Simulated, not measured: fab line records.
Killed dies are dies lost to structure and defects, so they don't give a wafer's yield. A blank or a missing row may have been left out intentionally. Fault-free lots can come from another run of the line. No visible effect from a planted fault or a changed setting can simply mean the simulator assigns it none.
Comparing a struck lot with a sound one    flow nand harc    14 steps out of a route of 1302
Sound: these wafers, L537.2, L537.3, L537.4. Wafers L531.2, L531.3, L531.5 were the ones struck. The cause is given at the end.
Each step with rows lists, per side, the tool, then ch with its chambers, then its first start. Under that, the readings that differ: sound wafers    struck wafers    difference of the means    sigmas: that difference in standard deviations of wafers without a fault.
alike: readings with means less than 2 such deviations apart, plus words and numbers identical on both sides. not compared: withheld readings, readings lacking a value on some wafer, bounds such as >300 that could conceal the same value, and numbers that have no deviation in the record and whose values overlap.
The two part at a step that has a row with sigmas, a row that says differs or no value, or rows on one side only. Non-overlapping numbers with no deviation appear without sigmas and do not part them. A reading missing from all wafers of one side parts the sides only when that side holds two or more wafers.

first, 7 steps without rows for these wafers: NHARC_A_STAIRCASE_COAT_283; NHARC_A_STAIRCASE_SOFTBAKE_284 (time 170 s); NHARC_A_STAIRCASE_EBR_285; NHARC_A_STAIRCASE_EXPOSE_286 (exposes mask CHOP 100); NHARC_A_STAIRCASE_PEB_287 (peb time 130 s); NHARC_A_STAIRCASE_DEVELOP_288 (time 140 s); NHARC_A_STAIRCASE_HARDBAKE_290 (time 140 s).
NHARC_A_STAIRCASE_DESCUM_291: chemistry O2, time 3 s.
  sound on rie diel-12 ch 1,2,3, day 22 16:20; struck on rie diel-08 ch 0,1,2, day 20 05:39
  alike: chamber pressure mTorr, drypump motor current A, oes product au, rf vpp V, showerhead plenum p Torr, throttle valve pct
  not compared: rf hours counter h
NHARC_A_STAIRCASE_ETCH_292: etches the open film in CF4/CHF3.
  sound on rie diel-12 ch 1,2,3, day 22 16:25; struck on rie diel-08 ch 0,1,3, day 20 05:44
  alike: bias w, cf4 flow sccm, chamber pressure mTorr, drypump motor current A, oes product au, rf fwd power W, rf vpp V, showerhead plenum p Torr, throttle valve pct
  not compared: rf hours counter h
NHARC_A_STAIRCASE_HM_OPEN_460: chemistry O2/COS.
  sound: rie diel-12 ch 0,2,3; struck: rie diel-08 ch 0,2,3
  alike: chamber pressure mTorr, drypump motor current A, oes product au, rf fwd power W, rf vpp V, showerhead plenum p Torr, throttle valve pct
  not compared: rf hours counter h
then, 1 step without rows for these wafers: NHARC_A_STAIRCASE_STRIP_461 (strips in O2/COS).
NHARC_A_STAIRCASE_ETCH_452: etches the open film in CF4/O2, target depth 30 nm, overetch 3 nm, time 16.5 s.
  sound on rie diel-12 ch 0,2,3, day 22 16:52; struck on rie diel-08 ch 0,3, day 20 06:11
  no value came back on the struck wafers for any of 11 readings (bias w (W), cf4 flow sccm (sccm) and others); on the sound wafers bias w (W) reads 100.01 100.21 100.14
NHARC_A_STAIRCASE_ETCH_294: etches the open film in C4F8/O2/Ar, target depth 4989 nm, time 1211.6 s.
  sound: rie diel-12 ch 0,1,3; struck: rie diel-08 ch 1,3
  alike: bias w, chamber pressure mTorr, oes product au, rf fwd power W, rf vpp V
  not compared: rf hours counter h
following that, these wafers have no rows for 1 step: NHARC_END_SORT_01.

WHERE THEY PART
Only at NHARC_A_STAIRCASE_ETCH_452, within this record. Later steps at which nothing parts them and some readings are alike: NHARC_A_STAIRCASE_ETCH_294.

WHY: the cause the simulator had injected
Step skipped in full: rie diel-08, at NHARC_A_STAIRCASE_ETCH_452, from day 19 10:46 onward. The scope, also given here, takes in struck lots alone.
